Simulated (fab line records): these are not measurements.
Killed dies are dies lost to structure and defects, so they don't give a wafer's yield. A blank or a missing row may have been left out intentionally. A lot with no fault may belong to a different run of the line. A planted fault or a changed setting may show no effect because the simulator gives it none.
fab line records	flow n5_finfet
record: lots: 24	wafers: 72	last_day: 17
route steps=1938 shown BEOL_M0_SAQP@666 BEOL_M0_CUTY@708 BEOL_M0@715
lots that met no fault: taken from a fault-free run of the same line
start_h: the number of hours between the record's first day and the start of the first shown wafer of the lot	wait_h: how many hours have passed since the lot's step before this one	" same as the row above	L1.1+2: a single row standing in for several wafers	- no value present, or no start provided	* or withheld: withheld	< > ~ a bound
route shown NAME@n: a module of which the file shows steps, and the number in the route of the first	usual: average and standard deviation across the fault-free wafers	same: alike in all rows	chamber/n: place in a boat	sites: readings site by site	_std_site: standard deviation of those values	_edge_site: outer sites' mean less inner sites'	radius_mm: for every site, how far away it sits from the centre of the wafer	mask NAME#n: copy n	behind: the tool/chamber that last shaped the wafer	hold: why the lot went on hold/how many hours it stayed there/how the hold came to an end	device: the transistor (n, p or np) that didn't switch	end of line: the tests these same wafers got at the end of their route	a step with no rows: only its recipe	killed: at the first sort, the dies lost to defects and structure; wafer yield is something else	map: per-die view of a wafer (x killed, . not killed, _ where there is no die)
set.NAME: the setting as run; set.NAME@STEP: as run at that earlier step	model.NAME: the simulator's own value behind a step, which no gauge read
steps of the route over a sample of lots; a table a step, a row a wafer
services: when a tool's chamber went out of use (start_h, in hours from the record's first day, below 0 if earlier), for how many hours, and the reason
== steps ==
step: N5_BEOL_M0_SAQP_CD_MEAS_25
recipe: target_cd_nm: 13.1	landing_energy_ev: 1000	detector: se_inlens
usual: cd_nm: 12.80/0.22
lot.wafer	tool	chamber	start_h	wait_h	cd_nm
L074.1	cd_sem-01	0	109.47	0.1	13.21
L074.5	"	0	"	"	13.18
L074.6	"	0	"	"	12.60
L075.1	cd_sem-01	0	114.53	0.1	13.12
L075.2	"	0	"	"	13.13
L075.4	"	0	"	"	13.16
L076.4	cd_sem-03	0	124.08	0.1	12.68
L076.5	"	0	"	"	13.04
L076.6	"	0	"	"	12.92
L077.1	cd_sem-03	0	125.94	0.1	12.42
L077.2	"	0	"	"	12.77
L077.6	"	0	"	"	12.82
L078.1	cd_sem-01	0	134.07	0.1	13.02
L078.4	"	0	"	"	12.65
L078.6	"	0	"	"	13.06
L079.4	cd_sem-01	0	140.76	0.1	12.99
L079.5	"	0	"	"	12.69
L079.6	"	0	"	"	12.79
L080.1	cd_sem-03	0	147.43	0.1	12.94
L080.3	"	0	"	"	12.33
L080.4	"	0	"	"	12.67
L081.2	cd_sem-01	0	150.12	0.1	12.65
L081.4	"	0	"	"	12.93
L081.6	"	0	"	"	12.68
L082.2	cd_sem-02	0	156.09	0.1	12.51
L082.3	"	0	"	"	13.02
L082.6	"	0	"	"	12.73
L083.1	cd_sem-02	0	161.85	0.1	12.99
L083.2	"	0	"	"	12.88
L083.6	"	0	"	"	12.73
L084.1	cd_sem-01	0	166.79	0.1	12.97
L084.2	"	0	"	"	12.67
L084.4	"	0	"	"	12.84
L085.1	cd_sem-03	0	175.40	0.1	12.65
L085.2	"	0	"	"	12.82
L085.4	"	0	"	"	12.79
L086.1	cd_sem-03	0	184.43	0.1	12.53
L086.3	"	0	"	"	12.98
L086.4	"	0	"	"	13.08
L087.3	cd_sem-02	0	192.99	0.1	13.12
L087.5	"	0	"	"	13.09
L087.6	"	0	"	"	12.70
L088.1	cd_sem-03	0	194.24	0.1	12.83
L088.2	"	0	"	"	12.37
L088.3	"	0	"	"	12.44
L089.1	cd_sem-02	0	205.53	0.1	13.03
L089.4	"	0	"	"	12.84
L089.6	"	0	"	"	12.46
L090.1	cd_sem-03	0	215.53	0.1	12.53
L090.2	"	0	"	"	12.76
L090.5	"	0	"	"	12.72
L092.1	cd_sem-02	0	217.63	0.1	12.40
L092.3	"	0	"	"	12.67
L092.6	"	0	"	"	13.07
L091.3	cd_sem-01	0	218.11	0.1	12.93
L091.4	"	0	"	"	12.97
L091.6	"	0	"	"	12.78
L093.1	cd_sem-02	0	223.20	0.1	12.63
L093.4	"	0	"	"	13.00
L093.6	"	0	"	"	12.75
L094.1	cd_sem-02	0	225.78	0.1	12.70
L094.2	"	0	"	"	12.71
L094.3	"	0	"	"	12.57
L095.2	cd_sem-02	0	236.29	0.1	12.73
L095.3	"	0	"	"	12.53
L095.6	"	0	"	"	13.43
L096.1	cd_sem-02	0	246.35	0.1	12.70
L096.3	"	0	"	"	12.94
L096.5	"	0	"	"	13.03
L097.3	cd_sem-03	0	246.77	0.1	12.76
L097.4	"	0	"	"	12.84
L097.6	"	0	"	"	12.80
step: N5_BEOL_M0_SAQP_ETCH_49
recipe: chemistry: CF4/O2	target_depth_a: 370	target: SiO2	pressure_mtorr: 40	source_w: 535	bias_w: 49	Ar_flow_sccm: 100	cf4_flow_sccm: 100	O2_flow_sccm: 10	ion_energy_ev: 100
usual: O2_flow_sccm: 10.002/0.028	drypump_motor_current_A: 5.5/0.4	mfc_ar_sccm: 100.02/0.3	oes_product_au: 0.79/0.082	rf_vpp_V: 241/3.1	showerhead_plenum_p_Torr: 2.22/0.066	throttle_valve_pct: 15.86/0.2
lot.wafer	tool	chamber	start_h	wait_h	O2_flow_sccm	drypump_motor_current_A	mfc_ar_sccm	oes_product_au	rf_hours_counter_h	rf_vpp_V	showerhead_plenum_p_Torr	throttle_valve_pct
L074.1	rie_diel-06	2	112.65	0.3	10.032	5.7	100.04	0.77	117	240	2.14	16.16
L074.5	"	2	"	"	10.005	5.7	99.72	0.76	-	241	2.14	16.16
L074.6	"	1	"	"	10.013	5.3	100.39	0.91	-	244	2.25	15.84
L075.1	rie_diel-03	3	117.85	0.3	9.946	5.1	100.11	0.86	72	237	2.23	15.69
L075.2	"	1	"	"	10.017	5.2	99.93	0.72	182	239	2.29	15.87
L075.4	"	2	"	"	10.000	4.8	99.57	0.71	237	239	2.18	15.75
L076.4	rie_diel-06	1	128.28	0.3	10.049	5.3	99.76	0.90	45	244	2.25	15.86
L076.5	"	0	"	"	9.947	5.5	100.08	0.77	-	235	2.13	16.02
L076.6	"	1	"	"	10.051	5.3	99.77	0.91	-	245	2.25	15.85
L077.1	rie_diel-05	0	129.83	0.3	9.980	5.3	99.57	0.77	143	237	2.21	15.63
L077.2	"	1	"	"	9.996	5.6	99.45	0.71	234	240	2.09	16.24
L077.6	"	3	"	"	9.988	5.4	99.98	0.77	-	241	2.30	15.85
L078.1	rie_diel-05	1	137.71	0.3	9.969	5.6	100.67	0.71	235	243	2.09	16.25
L078.4	"	0	"	"	9.989	5.3	99.66	0.79	145	237	2.21	15.65
L078.6	"	0	"	"	9.967	5.3	100.14	0.77	-	236	2.21	15.64
L079.4	rie_diel-06	2	143.99	0.3	9.965	5.7	100.12	0.75	126	242	2.13	16.18
L079.5	"	0	"	"	10.073	5.4	100.50	0.76	-	236	2.13	16.02
L079.6	"	1	"	"	9.995	5.3	100.43	0.89	-	244	2.25	15.86
L080.1	rie_diel-05	2	151.12	0.4	10.014	6.0	99.92	0.69	228	241	2.18	16.15
L080.3	"	0	"	"	9.996	5.3	100.29	0.78	149	237	2.21	15.65
L080.4	"	3	"	"	10.019	5.4	100.19	0.75	162	240	2.30	15.85
L081.2	rie_diel-03	3	153.73	0.3	10.030	5.1	100.39	0.85	83	239	2.23	15.70
L081.4	"	0	"	"	9.997	5.3	99.89	0.72	182	244	2.28	15.85
L081.6	"	0	"	"	10.006	5.3	100.08	0.71	-	245	2.28	15.85
L082.2	rie_diel-06	1	159.38	0.3	10.042	5.3	100.04	0.90	55	244	2.25	15.86
L082.3	"	2	"	"	9.982	5.7	99.56	0.75	131	243	2.13	16.18
L082.6	"	1	"	"	10.061	5.3	100.07	0.89	-	245	2.25	15.87
L083.1	rie_diel-03	1	165.48	0.3	10.017	5.1	99.89	0.72	197	239	2.28	15.92
L083.2	"	3	"	"	10.017	5.1	100.32	0.85	88	238	2.23	15.71
L083.6	"	1	"	"	10.003	5.2	100.03	0.72	-	240	2.28	15.91
L084.1	rie_diel-06	3	170.03	0.3	9.955	6.8	99.80	0.90	33	243	2.25	15.59
L084.2	"	0	"	"	10.003	5.5	99.74	0.76	147	236	2.12	16.05
L084.4	"	2	"	"	10.011	5.7	100.32	0.75	134	243	2.13	16.18
L085.1	rie_diel-03	3	178.80	0.5	9.982	5.1	99.97	0.84	93	236	2.23	15.73
L085.2	"	2	"	"	10.017	4.8	100.10	1.00	0	241	2.17	15.29
L085.4	"	0	"	"	9.997	5.4	100.46	0.70	191	245	2.27	15.89
L086.1	rie_diel-05	0	189.75	0.3	9.989	5.3	100.30	0.77	159	236	2.21	15.67
L086.3	"	2	"	"	10.007	6.0	100.00	0.69	239	241	2.18	16.19
L086.4	"	0	"	"	9.994	5.3	100.09	0.77	-	237	2.21	15.66
L087.3	rie_diel-06	0	197.02	0.3	9.999	5.5	99.98	0.76	156	235	2.12	16.06
L087.5	"	0	"	"	10.018	5.5	100.21	0.76	-	237	2.12	16.07
L087.6	"	1	"	"	9.982	5.3	100.56	0.87	-	245	2.24	15.89
L088.1	rie_diel-03	2	197.86	0.3	10.016	4.8	100.36	0.94	5	240	2.17	15.31
L088.2	"	3	"	"	10.042	5.1	99.74	0.83	98	237	2.22	15.73
L088.3	"	0	"	"	10.044	5.4	100.00	0.70	197	244	2.27	15.89
L089.1	rie_diel-06	0	208.72	0.3	9.966	5.5	99.87	0.76	159	237	2.12	16.07
L089.4	"	2	"	"	10.038	5.7	100.23	0.74	147	242	2.13	16.23
L089.6	"	1	"	"	9.997	5.3	99.86	0.87	-	245	2.24	15.90
L090.1	rie_diel-06	3	218.92	0.5	10.000	6.8	100.20	0.87	50	243	2.24	15.65
L090.2	"	0	"	"	9.969	5.5	99.96	0.75	162	237	2.12	16.06
L090.5	"	2	"	"	9.993	5.7	99.84	0.74	-	243	2.13	16.23
L092.1	rie_diel-05	1	222.21	0.5	9.998	5.6	100.29	0.94	6	245	2.34	15.80
L092.3	"	0	"	"	9.973	5.3	100.05	0.76	171	238	2.20	15.69
L092.6	"	0	"	"	9.992	5.3	99.56	0.76	-	238	2.20	15.71
L091.3	rie_diel-05	1	222.48	0.3	9.996	5.6	99.76	0.95	6	245	2.34	15.80
L091.4	"	0	"	"	9.985	5.3	100.16	0.75	-	237	2.20	15.69
L091.6	"	3	"	"	10.045	5.4	100.40	0.73	-	240	2.29	15.90
L093.1	rie_diel-05	3	226.24	0.3	10.059	5.4	100.03	0.73	187	240	2.29	15.91
L093.4	"	3	"	"	9.990	5.4	99.93	0.73	-	240	2.29	15.91
L093.6	"	1	"	"	9.996	5.6	99.99	0.94	-	244	2.34	15.81
L094.1	rie_diel-05	1	229.26	0.3	9.967	5.6	99.67	0.94	8	243	2.34	15.81
L094.2	"	0	"	"	9.958	5.3	100.16	0.76	173	237	2.20	15.69
L094.3	"	3	"	"	9.949	5.4	100.07	0.74	187	241	2.29	15.87
L095.2	rie_diel-03	2	239.47	0.3	10.035	4.8	99.97	0.92	16	239	2.17	15.33
L095.3	"	1	"	"	10.007	5.2	100.10	0.69	223	238	2.27	15.98
L095.6	"	0	"	"	9.993	5.3	99.72	0.69	-	244	2.27	15.91
L096.1	rie_diel-03	3	250.46	0.3	9.953	5.1	100.15	0.82	107	235	2.22	15.75
L096.3	"	0	"	"	10.010	5.3	100.66	0.68	216	246	2.27	15.90
L096.5	"	0	"	"	10.032	5.3	100.11	0.68	-	244	2.27	15.92
L097.3	rie_diel-05	2	250.80	0.3	10.067	6.0	99.93	0.97	6	239	2.17	15.74
L097.4	"	1	"	"	10.014	5.6	100.11	0.91	16	244	2.34	15.83
L097.6	"	3	"	"	10.015	5.4	99.81	0.73	-	241	2.29	15.91
step: N5_BEOL_M0_CUTY_CD_MEAS_57
recipe: target_cd_nm: 200	landing_energy_ev: 500	detector: se_inlens	polarity: line
usual: cd_nm: 199.6/0.73
lot.wafer	tool	chamber	start_h	wait_h	cd_nm
L074.1	cd_sem-01	0	113.02	-	199.6
L074.5	"	0	"	"	200.2
L074.6	"	0	"	"	199.8
L075.1	cd_sem-03	0	118.34	-	200.9
L075.2	"	0	"	"	200.2
L075.4	"	0	"	"	201.2
L076.4	cd_sem-02	0	128.78	-	199.1
L076.5	"	0	"	"	199.5
L076.6	"	0	"	"	199.1
L077.1	cd_sem-02	0	130.33	-	199.7
L077.2	"	0	"	"	199.9
L077.6	"	0	"	"	200.5
L078.1	cd_sem-03	0	138.20	-	200.3
L078.4	"	0	"	"	200.1
L078.6	"	0	"	"	199.2
L079.4	cd_sem-02	0	144.49	-	198.2
L079.5	"	0	"	"	197.5
L079.6	"	0	"	"	198.9
L080.1	cd_sem-03	0	151.61	-	200.5
L080.3	"	0	"	"	199.7
L080.4	"	0	"	"	199.5
L081.2	cd_sem-02	0	154.22	-	198.3
L081.4	"	0	"	"	198.8
L081.6	"	0	"	"	198.5
L082.2	cd_sem-03	0	159.87	-	199.2
L082.3	"	0	"	"	199.6
L082.6	"	0	"	"	199.3
L083.1	cd_sem-03	0	165.98	-	199.5
L083.2	"	0	"	"	199.5
L083.6	"	0	"	"	199.8
L084.1	cd_sem-02	0	170.52	-	199.6
L084.2	"	0	"	"	199.2
L084.4	"	0	"	"	198.3
L085.1	cd_sem-01	0	179.17	-	198.6
L085.2	"	0	"	"	198.8
L085.4	"	0	"	"	198.8
L086.1	cd_sem-03	0	190.25	-	199.0
L086.3	"	0	"	"	198.3
L086.4	"	0	"	"	199.7
L087.3	cd_sem-01	0	197.52	-	199.7
L087.5	"	0	"	"	199.7
L087.6	"	0	"	"	199.4
L088.1	cd_sem-03	0	198.36	-	198.6
L088.2	"	0	"	"	199.3
L088.3	"	0	"	"	199.8
L089.1	cd_sem-03	0	209.21	-	199.0
L089.4	"	0	"	"	200.1
L089.6	"	0	"	"	199.5
L090.1	cd_sem-01	0	219.29	-	198.7
L090.2	"	0	"	"	199.1
L090.5	"	0	"	"	198.6
L092.1	cd_sem-02	0	222.58	-	200.4
L092.3	"	0	"	"	200.9
L092.6	"	0	"	"	199.7
L091.3	cd_sem-02	0	222.97	-	199.3
L091.4	"	0	"	"	200.0
L091.6	"	0	"	"	199.8
L093.1	cd_sem-02	0	226.61	-	200.3
L093.4	"	0	"	"	199.3
L093.6	"	0	"	"	200.1
L094.1	cd_sem-03	0	229.75	-	200.4
L094.2	"	0	"	"	199.4
L094.3	"	0	"	"	200.4
L095.2	cd_sem-01	0	240.00	-	200.1
L095.3	"	0	"	"	200.3
L095.6	"	0	"	"	200.9
L096.1	cd_sem-01	0	250.83	-	200.8
L096.3	"	0	"	"	199.7
L096.5	"	0	"	"	200.3
L097.3	cd_sem-03	0	251.17	-	200.2
L097.4	"	0	"	"	201.3
L097.6	"	0	"	"	201.1
step: N5_BEOL_M0_ETCH_138
recipe: chemistry: CH3F/O2	target_depth_a: 120	target: SiCN	time_s: 31.6	ion_energy_ev: 120	pressure_mtorr: 30	source_w: 395	bias_w: 75	Ar_flow_sccm: 150	CH3F_flow_sccm: 30	O2_flow_sccm: 20	ends: cleared
usual: O2_flow_sccm: 20.01/0.056	drypump_motor_current_A: 5.5/0.43	etch_rf_on_time_s: 29.1/0.85	mfc_ar_sccm: 150.0/0.43	oes_product_au: 0.70/0.081	rf_vpp_V: 297.5/1.6	showerhead_plenum_p_Torr: 2.01/0.06	throttle_valve_pct: 16.41/0.25
lot.wafer	tool	chamber	start_h	wait_h	O2_flow_sccm	drypump_motor_current_A	etch_rf_on_time_s	mfc_ar_sccm	oes_product_au	rf_hours_counter_h	rf_vpp_V	showerhead_plenum_p_Torr	throttle_valve_pct
L074.1	rie_diel-02	1	113.54	0.0	19.93	5.4	29.4	149.9	0.57	247	296.0	1.97	16.49
L074.5	"	0	"	"	20.00	5.6	30.9	150.2	0.65	-	297.6	2.00	16.60
L074.6	"	3	"	"	20.04	4.9	29.9	149.7	0.65	-	298.0	2.01	16.32
L075.1	rie_diel-01	1	118.72	0.0	19.94	6.0	29.4	149.9	0.69	92	297.9	1.94	16.51
L075.2	"	0	"	"	19.91	5.9	30.3	151.0	0.58	248	299.0	2.05	16.53
L075.4	"	2	"	"	19.97	5.6	30.0	150.1	0.85	3	300.4	2.13	15.80
L076.4	rie_diel-04	3	129.11	0.0	20.00	5.4	28.1	150.4	0.71	-	296.9	2.03	16.36
L076.5	"	2	"	"	20.00	5.6	28.2	150.7	0.84	-	300.1	2.04	16.39
L076.6	"	0	"	"	20.07	5.5	27.7	150.3	0.81	-	300.6	2.05	16.35
L077.1	rie_diel-01	2	130.62	0.0	19.95	5.6	28.7	149.9	0.83	6	299.9	2.13	15.81
L077.2	"	3	"	"	20.10	6.2	28.1	150.3	0.71	77	299.3	2.11	16.59
L077.6	"	1	"	"	20.02	6.1	29.9	150.0	0.68	-	297.2	1.93	16.52
L078.1	rie_diel-02	1	138.50	0.0	20.02	5.4	28.5	150.5	0.84	1	297.5	1.96	16.04
L078.4	"	3	"	"	20.01	4.9	30.3	150.0	0.64	146	296.5	2.01	16.33
L078.6	"	3	"	"	20.05	4.9	30.7	149.7	0.66	-	298.1	2.01	16.33
L079.4	rie_diel-02	2	144.81	0.0	20.02	5.0	30.3	150.2	0.63	167	294.9	1.92	16.66
L079.5	"	1	"	"	20.11	5.3	30.2	150.3	0.83	-	295.1	1.96	16.03
L079.6	"	0	"	"	19.99	5.6	30.2	150.3	0.64	-	297.6	2.00	16.62
L080.1	rie_diel-02	0	151.90	0.0	20.03	5.6	28.2	150.2	0.65	167	296.7	2.00	16.61
L080.3	"	3	"	"	19.98	4.9	28.6	150.2	0.64	150	297.7	2.01	16.33
L080.4	"	2	"	"	19.94	5.0	29.1	149.4	0.61	170	294.9	1.92	16.67
L081.2	rie_diel-01	2	154.59	0.0	20.14	5.6	28.4	149.8	0.80	18	299.0	2.13	15.85
L081.4	"	1	"	"	20.03	6.0	28.7	150.6	0.66	107	296.1	1.93	16.54
L081.6	"	3	"	"	20.00	6.2	28.5	150.2	0.70	-	299.4	2.10	16.62
L082.2	rie_diel-04	2	160.16	0.0	19.98	5.6	29.3	150.2	0.79	12	299.1	2.04	16.41
L082.3	"	0	"	"	19.97	5.5	27.3	150.4	0.78	28	297.7	2.04	16.38
L082.6	"	3	"	"	19.97	5.4	29.3	150.6	0.70	-	297.1	2.03	16.38
L083.1	rie_diel-01	3	166.27	0.0	19.95	6.1	28.0	150.7	0.71	93	298.2	2.10	16.64
L083.2	"	2	"	"	20.07	5.6	28.4	149.7	0.80	21	298.4	2.12	15.85
L083.6	"	3	"	"	19.99	6.2	28.7	150.0	0.70	-	299.8	2.10	16.62
L084.1	rie_diel-02	0	170.82	0.0	19.99	5.6	29.1	150.3	0.64	174	298.4	2.00	16.64
L084.2	"	3	"	"	20.05	4.9	29.4	150.2	0.64	157	297.3	2.00	16.37
L084.4	"	1	"	"	20.07	5.4	30.3	150.3	0.79	12	295.9	1.96	16.05
L085.1	rie_diel-02	1	179.59	0.0	20.07	5.3	28.9	150.2	0.78	15	297.0	1.96	16.06
L085.2	"	0	"	"	19.97	5.6	29.3	149.3	0.64	176	296.3	1.99	16.64
L085.4	"	2	"	"	20.01	5.0	28.6	150.3	0.61	180	296.4	1.91	16.69
L086.1	rie_diel-04	1	190.54	0.0	19.93	4.8	28.6	150.2	0.58	235	295.2	1.97	16.60
L086.3	"	3	"	"	19.99	5.4	27.8	149.4	0.69	93	296.2	2.02	16.42
L086.4	"	2	"	"	20.08	5.7	28.1	149.4	0.78	23	298.4	2.04	16.42
L087.3	rie_diel-04	3	197.84	0.0	20.03	5.4	28.5	149.4	0.69	96	297.1	2.02	16.41
L087.5	"	2	"	"	19.99	5.6	29.1	149.5	0.77	-	297.1	2.03	16.42
L087.6	"	1	"	"	19.97	4.7	30.5	149.6	0.58	-	296.4	1.97	16.58
L088.1	rie_diel-02	3	198.65	0.0	20.07	4.9	28.2	150.0	0.62	167	297.2	2.00	16.37
L088.2	"	2	"	"	19.99	5.0	28.2	150.6	0.61	186	294.6	1.91	16.70
L088.3	"	0	"	"	19.90	5.6	29.9	149.6	0.63	181	297.3	1.99	16.65
L089.1	rie_diel-02	1	209.61	0.0	20.04	5.4	30.2	150.3	0.76	25	294.9	1.96	16.08
L089.4	"	0	"	"	20.00	5.6	29.5	149.1	0.63	185	297.9	1.99	16.65
L089.6	"	2	"	"	20.01	5.0	30.0	149.9	0.61	-	295.6	1.91	16.71
L090.1	rie_diel-01	0	219.58	0.0	20.02	5.9	27.9	149.6	0.80	24	298.0	2.04	16.11
L090.2	"	1	"	"	20.05	6.1	27.7	150.5	0.65	131	296.1	1.92	16.56
L090.5	"	3	"	"	20.07	6.2	29.4	149.9	0.69	-	299.6	2.10	16.67
L092.1	rie_diel-01	0	223.20	0.0	20.05	6.0	27.9	149.2	0.81	25	296.5	2.04	16.10
L092.3	"	2	"	"	20.01	5.6	28.5	149.3	0.75	43	299.3	2.12	15.90
L092.6	"	1	"	"	20.03	6.0	28.8	150.8	0.65	-	294.9	1.92	16.59
L091.3	rie_diel-04	0	223.89	0.0	20.06	5.5	27.9	150.3	0.76	49	299.0	2.03	16.43
L091.4	"	3	"	"	20.02	5.4	29.2	150.3	0.69	104	299.0	2.02	16.42
L091.6	"	1	"	"	19.92	4.7	30.5	149.8	0.58	-	295.9	1.97	16.60
L093.1	rie_diel-04	1	226.90	0.0	19.99	4.7	29.8	150.1	0.58	249	297.5	1.97	16.61
L093.4	"	0	"	"	19.97	5.5	29.2	150.1	0.75	51	297.3	2.03	16.42
L093.6	"	1	"	"	19.98	4.7	29.9	150.5	0.58	-	297.6	1.97	16.62
L094.1	rie_diel-01	1	230.06	0.0	19.94	6.1	28.8	149.4	0.65	135	295.6	1.92	16.59
L094.2	"	3	"	"	20.06	6.2	28.3	150.4	0.69	116	300.6	2.09	16.69
L094.3	"	0	"	"	19.93	5.9	28.3	150.1	0.80	28	297.9	2.04	16.09
L095.2	rie_diel-02	3	240.55	0.0	20.05	4.9	29.0	150.5	0.62	181	297.9	2.00	16.41
L095.3	"	0	"	"	20.02	5.6	29.4	149.9	0.63	195	298.4	1.99	16.70
L095.6	"	0	"	"	20.02	5.6	30.1	149.8	0.63	-	296.0	1.99	16.68
L096.1	rie_diel-02	1	251.19	0.0	19.91	5.4	29.5	150.1	0.75	39	296.6	1.95	16.12
L096.3	"	2	"	"	20.19	5.0	30.0	149.5	0.60	203	295.8	1.91	16.74
L096.5	"	0	"	"	20.09	5.6	30.9	150.0	0.62	-	297.7	1.99	16.67
L097.3	rie_diel-02	2	251.47	0.0	20.00	5.0	28.9	150.1	0.60	203	295.7	1.91	16.74
L097.4	"	1	"	"	20.07	5.4	28.7	149.8	0.73	39	295.1	1.95	16.09
L097.6	"	0	"	"	20.02	5.6	30.0	150.7	0.62	-	295.7	1.99	16.68
step: N5_BEOL_M0_DEGAS_112
recipe: ambient: vacuum	temp_c: 250	time_s: 60
usual: heater_power_w: 313/18
lot.wafer	tool	chamber	start_h	wait_h	heater_power_w
L074.1	pvd_sputter-03	-	114.78	0.4	304
L074.5	"	-	"	"	331
L074.6	"	-	"	"	307
L075.1	pvd_sputter-02	-	122.10	0.4	277
L075.2	"	-	"	"	330
L075.4	"	-	"	"	287
L076.4	pvd_sputter-02	-	132.99	0.4	332
L076.5	"	-	"	"	333
L076.6	"	-	"	"	333
L077.1	pvd_sputter-02	-	133.15	0.5	276
L077.2	"	-	"	"	330
L077.6	"	-	"	"	278
L078.1	pvd_sputter-02	-	141.13	1.3	298
L078.4	"	-	"	"	323
L078.6	"	-	"	"	280
L079.4	pvd_sputter-02	-	149.35	1.2	276
L079.5	"	-	"	"	273
L079.6	"	-	"	"	324
L080.1	pvd_sputter-02	-	153.69	0.5	323
L080.3	"	-	"	"	327
L080.4	"	-	"	"	277
L082.2	pvd_sputter-02	-	164.03	0.4	326
L082.3	"	-	"	"	291
L082.6	"	-	"	"	300
L081.2	pvd_sputter-03	-	164.03	0.4	300
L081.4	"	-	"	"	317
L081.6	"	-	"	"	307
L083.1	pvd_sputter-01	-	168.73	0.6	319
L083.2	"	-	"	"	321
L083.6	"	-	"	"	316
L084.1	pvd_sputter-01	-	174.59	0.1	314
L084.2	"	-	"	"	321
L084.4	"	-	"	"	327
L085.1	pvd_sputter-03	-	181.92	1.2	313
L085.2	"	-	"	"	316
L085.4	"	-	"	"	313
L086.1	pvd_sputter-02	-	191.80	0.4	282
L086.3	"	-	"	"	299
L086.4	"	-	"	"	333
L087.3	pvd_sputter-01	-	201.35	0.5	326
L087.5	"	-	"	"	305
L087.6	"	-	"	"	324
L088.1	pvd_sputter-03	-	201.38	0.4	342
L088.2	"	-	"	"	306
L088.3	"	-	"	"	305
L089.1	pvd_sputter-03	-	214.49	0.7	348
L089.4	"	-	"	"	312
L089.6	"	-	"	"	305
L090.1	pvd_sputter-03	-	220.49	0.0	307
L090.2	"	-	"	"	348
L090.5	"	-	"	"	305
L091.3	pvd_sputter-03	-	228.21	0.6	302
L091.4	"	-	"	"	310
L091.6	"	-	"	"	339
L093.1	pvd_sputter-03	-	229.31	0.6	309
L093.4	"	-	"	"	346
L093.6	"	-	"	"	314
L092.1	pvd_sputter-01	-	229.33	0.5	313
L092.3	"	-	"	"	313
L092.6	"	-	"	"	316
L094.1	pvd_sputter-01	-	232.39	0.6	327
L094.2	"	-	"	"	319
L094.3	"	-	"	"	320
L095.2	pvd_sputter-03	-	244.44	0.0	315
L095.3	"	-	"	"	343
L095.6	"	-	"	"	310
L096.1	pvd_sputter-02	-	255.22	0.3	339
L096.3	"	-	"	"	331
L096.5	"	-	"	"	319
L097.3	pvd_sputter-02	-	255.54	0.4	321
L097.4	"	-	"	"	296
L097.6	"	-	"	"	294
step: N5_BEOL_M0_SPUTTER_134
recipe: material: Cu	target_thk_a: 40	temp_c: -20	chamber_pressure_pa: 0.07	power_w: withheld	time_s: 7.37
usual: throttle_valve_pct: 29.4/0.75
lot.wafer	tool	chamber	start_h	wait_h	throttle_valve_pct
L074.1	pvd_sputter-03	-	115.84	0.0	29.6
L074.5	"	-	"	"	29.6
L074.6	"	-	"	"	29.5
L075.1	pvd_sputter-03	-	123.11	0.0	29.6
L075.2	"	-	"	"	29.1
L075.4	"	-	"	"	29.2
L076.4	pvd_sputter-02	-	134.14	0.0	29.3
L076.5	"	-	"	"	29.3
L076.6	"	-	"	"	29.8
L077.1	pvd_sputter-01	-	134.25	0.0	29.4
L077.2	"	-	"	"	29.0
L077.6	"	-	"	"	27.9
L078.1	pvd_sputter-01	-	141.98	0.0	29.3
L078.4	"	-	"	"	28.7
L078.6	"	-	"	"	28.7
L079.4	pvd_sputter-02	-	150.21	0.0	29.8
L079.5	"	-	"	"	28.7
L079.6	"	-	"	"	29.8
L080.1	pvd_sputter-02	-	154.71	0.0	29.2
L080.3	"	-	"	"	29.4
L080.4	"	-	"	"	28.9
L082.2	pvd_sputter-02	-	164.77	0.0	29.4
L082.3	"	-	"	"	29.7
L082.6	"	-	"	"	29.9
L081.2	pvd_sputter-03	-	165.15	0.0	30.5
L081.4	"	-	"	"	28.9
L081.6	"	-	"	"	29.1
L083.1	pvd_sputter-01	-	170.85	0.0	28.9
L083.2	"	-	"	"	31.5
L083.6	"	-	"	"	29.5
L084.1	pvd_sputter-02	-	175.82	0.0	29.8
L084.2	"	-	"	"	29.6
L084.4	"	-	"	"	28.9
L085.1	pvd_sputter-03	-	182.95	0.0	29.3
L085.2	"	-	"	"	30.3
L085.4	"	-	"	"	29.5
L086.1	pvd_sputter-01	-	192.79	0.0	29.3
L086.3	"	-	"	"	31.3
L086.4	"	-	"	"	28.9
L087.3	pvd_sputter-02	-	202.32	0.0	29.5
L087.5	"	-	"	"	28.8
L087.6	"	-	"	"	29.3
L088.1	pvd_sputter-03	-	202.54	0.0	30.4
L088.2	"	-	"	"	29.0
L088.3	"	-	"	"	29.5
L089.1	pvd_sputter-03	-	215.59	0.0	30.2
L089.4	"	-	"	"	29.7
L089.6	"	-	"	"	29.1
L090.1	pvd_sputter-03	-	221.22	0.0	29.9
L090.2	"	-	"	"	30.3
L090.5	"	-	"	"	29.1
L091.3	pvd_sputter-03	-	229.03	0.0	29.3
L091.4	"	-	"	"	30.4
L091.6	"	-	"	"	29.3
L093.1	pvd_sputter-01	-	230.23	0.0	28.0
L093.4	"	-	"	"	29.6
L093.6	"	-	"	"	28.8
L092.1	pvd_sputter-01	-	230.67	0.0	31.5
L092.3	"	-	"	"	28.9
L092.6	"	-	"	"	27.9
L094.1	pvd_sputter-02	-	234.25	0.0	28.9
L094.2	"	-	"	"	30.0
L094.3	"	-	"	"	29.2
L095.2	pvd_sputter-03	-	245.32	0.0	30.2
L095.3	"	-	"	"	29.6
L095.6	"	-	"	"	29.2
L096.1	pvd_sputter-03	-	256.03	0.0	29.0
L096.3	"	-	"	"	29.7
L096.5	"	-	"	"	29.3
L097.3	pvd_sputter-02	-	256.50	0.0	29.5
L097.4	"	-	"	"	29.7
L097.6	"	-	"	"	29.7
== services ==
tool	chamber	start_h	hours	kind
rie_diel-03	-	95.11	2.8	pm
rie_diel-01	2	95.82	-	clean
pvd_sputter-03	-	104.26	1.1	repair
rie_diel-01	1	105.60	1.4	repair
rie_diel-02	1	119.95	-	clean
rie_diel-02	1	119.95	-	consumable_replace:focus_ring
rie_diel-02	1	119.95	15.3	scheduled_down
rie_diel-02	1	119.95	15.3	vent_cycle
rie_diel-04	1	120.61	9.8	repair
rie_diel-06	3	158.92	1.5	repair
rie_diel-02	0	180.49	4.4	repair
rie_diel-05	1	189.36	-	clean
rie_diel-05	1	189.36	-	consumable_replace:focus_ring
rie_diel-05	1	189.36	-	consumable_replace:showerhead
rie_diel-05	1	189.36	17.0	scheduled_down
rie_diel-05	1	189.36	17.0	vent_cycle
rie_diel-03	2	208.36	12.5	repair
rie_diel-03	3	217.87	22.0	repair
rie_diel-05	2	219.60	-	clean
rie_diel-05	2	219.60	-	consumable_replace:focus_ring
rie_diel-05	2	219.60	16.4	scheduled_down
rie_diel-05	2	219.60	16.4	vent_cycle
rie_diel-02	-	220.78	2.3	repair
rie_diel-05	3	240.96	8.6	repair
== key ==
fault none
